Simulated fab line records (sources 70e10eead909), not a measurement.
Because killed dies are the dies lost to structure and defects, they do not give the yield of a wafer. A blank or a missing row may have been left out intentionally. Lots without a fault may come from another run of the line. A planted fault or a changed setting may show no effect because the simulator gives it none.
Comparing a struck lot with a sound one ; flow nand harc ; 15 out of 1302 route steps
Sound: the wafers L900.1, L900.3, L900.4. Struck: wafer L908.6 (left out: L908.2, a lot-mate that was not struck); the cause follows at the end.
For every step that has rows: the tool of each side, followed by ch and its chambers, followed by its first start. Under that, the readings that differ: sound wafers ; struck wafers ; difference of the means ; sigmas: that difference in standard deviations of wafers without a fault.
alike: readings with means less than 2 such deviations apart, plus words and numbers identical on both sides. not compared: withheld readings, readings lacking a value on some wafer, bounds such as >300 that could conceal the same value, and numbers that have no deviation in the record and whose values overlap.
The two part at a step that has a row with sigmas, a row that says differs or no value, or rows on one side only. When numbers do not overlap yet have no deviation, they are printed without sigmas and do not part them. A reading missing from all wafers of one side parts the sides only when that side holds two or more wafers.

first, 1 step without rows for these wafers: NHARC_A_ONON_D1_DEP_09 (target thk 1000 nm).
NHARC_A_ONON_D1_THK_MEAS_11: measures by ellipsometry.
  sound on film metro-02, day 8 00:54; struck on film metro-01, day 11 17:52
  alike: thk nm
then, 1 step without rows for these wafers: NHARC_A_ONON_D1_DEP_12 (target thk 1000 nm).
NHARC_A_ONON_D1_THK_MEAS_14: measures by ellipsometry.
  sound on film metro-01, day 8 01:28; struck on film metro-02, day 11 18:26
  alike: thk nm
then, 2 steps without rows for these wafers: NHARC_A_ONON_D1_ANNEAL_15 (time 3600 s); NHARC_A_ONON_D1_DEP_16 (target thk 1000 nm).
NHARC_A_ONON_D1_THK_MEAS_18: measures by ellipsometry.
  sound on film metro-01, day 8 09:52; struck on film metro-01, day 12 02:12
  alike: thk nm
then, 1 step without rows for these wafers: NHARC_A_ONON_D1_DEP_19 (target thk 1000 nm).
NHARC_A_ONON_D1_THK_MEAS_21: measures by ellipsometry.
  sound on film metro-01, day 8 10:26; struck on film metro-02, day 12 02:46
  alike: thk nm
then, 1 step without rows for these wafers: NHARC_A_ONON_D1_DEP_22 (target thk 1000 nm).
NHARC_A_ONON_D1_THK_MEAS_24: measures by ellipsometry.
  sound on film metro-02, day 8 11:02; struck on film metro-02, day 12 03:20
  alike: thk nm
NHARC_A_ONON_D1_DEP_25: target thk 1000 nm.
  sound on pecvd onon-04 ch 0, day 8 11:05; struck on pecvd onon-01 ch 0, day 12 03:26
  alike: nh3 flow sccm
NHARC_A_ONON_D1_THK_MEAS_27: measures by ellipsometry.
  sound on film metro-01, day 8 11:35; struck on film metro-02, day 12 03:54
reading;sound;struck;difference;sigmas
thk nm (nm);1005 1008 1005;664;-342;-26
then, 1 step without rows for these wafers: NHARC_A_ONON_D1_DEP_28 (target thk 1000 nm).
-- jump in the record: it breaks off in module A_ONON_D1 and resumes in module END (first step shown: number 1302 of the route), and 16 days separate the struck wafers' starts before and after --
NHARC_END_SORT_01:
  only the struck wafers appear in the record here, on prober-01 ch 0 at day 28 07:50; the sound ones have no rows

== WHERE THEY PART ==
At NHARC_A_ONON_D1_THK_MEAS_27 first; at NHARC_END_SORT_01 last (within this record only).

WHY: what the simulator had put in
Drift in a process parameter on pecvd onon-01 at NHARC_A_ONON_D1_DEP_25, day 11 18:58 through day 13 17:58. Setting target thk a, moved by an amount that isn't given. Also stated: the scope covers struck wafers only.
